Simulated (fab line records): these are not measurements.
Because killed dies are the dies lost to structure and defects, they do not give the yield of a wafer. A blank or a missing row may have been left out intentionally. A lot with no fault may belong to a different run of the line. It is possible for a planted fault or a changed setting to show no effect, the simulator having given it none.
Chamber matching / flow n5_finfet / 4 sister chambers for N5_ZERO_LAYER_ETCH_18 on rie_si-03
The step etches Si in HBr/Cl2, target depth 120 nm, time 40 s. 4 wafers are shown with their chamber, then 8 later ones without.

== WAFERS WITH THEIR CHAMBER ==
wafer=L080.3; chamber=2; throttle_valve_pct (%)=37.1
wafer=L080.6; chamber=3; throttle_valve_pct (%)=36.2
wafer=L081.2; chamber=1; throttle_valve_pct (%)=35.7
wafer=L083.1; chamber=0; throttle_valve_pct (%)=36.8

== WAFERS WITHOUT THEIR CHAMBER ==
wafer=L083.4; throttle_valve_pct (%)=35.7
wafer=L083.5; throttle_valve_pct (%)=35.7
wafer=L088.2; throttle_valve_pct (%)=36.2
wafer=L088.5; throttle_valve_pct (%)=37.1
wafer=L088.6; throttle_valve_pct (%)=36.1
wafer=L089.4; throttle_valve_pct (%)=37.1
wafer=L089.5; throttle_valve_pct (%)=37.1
wafer=L089.6; throttle_valve_pct (%)=36.2

== CHAMBER TAKEN BY EACH ==
wafer=L083.4; from the rows above=1; in truth=1
wafer=L083.5; from the rows above=1; in truth=1
wafer=L088.2; from the rows above=3; in truth=3
wafer=L088.5; from the rows above=2; in truth=2
wafer=L088.6; from the rows above=3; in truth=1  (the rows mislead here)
wafer=L089.4; from the rows above=2; in truth=2
wafer=L089.5; from the rows above=2; in truth=2
wafer=L089.6; from the rows above=3; in truth=3
7 of 8 placed correctly. Number that these rows cannot place: 0. Placed wrongly: 1.
How it was worked out, from the rows above alone: a wafer's distance from a chamber is the root of the sum, over the readings, of the square of ((its reading less the chamber's mean) divided by the reading's scatter). If the next closest chamber is less than 2 further off than the closest, the wafer can't be placed; otherwise it belongs to the closest. A chamber's mean is the mean of its shown wafers. The scatter: root of mean squared gap, hidden wafer to nearest shown wafer, with one shown wafer a chamber.
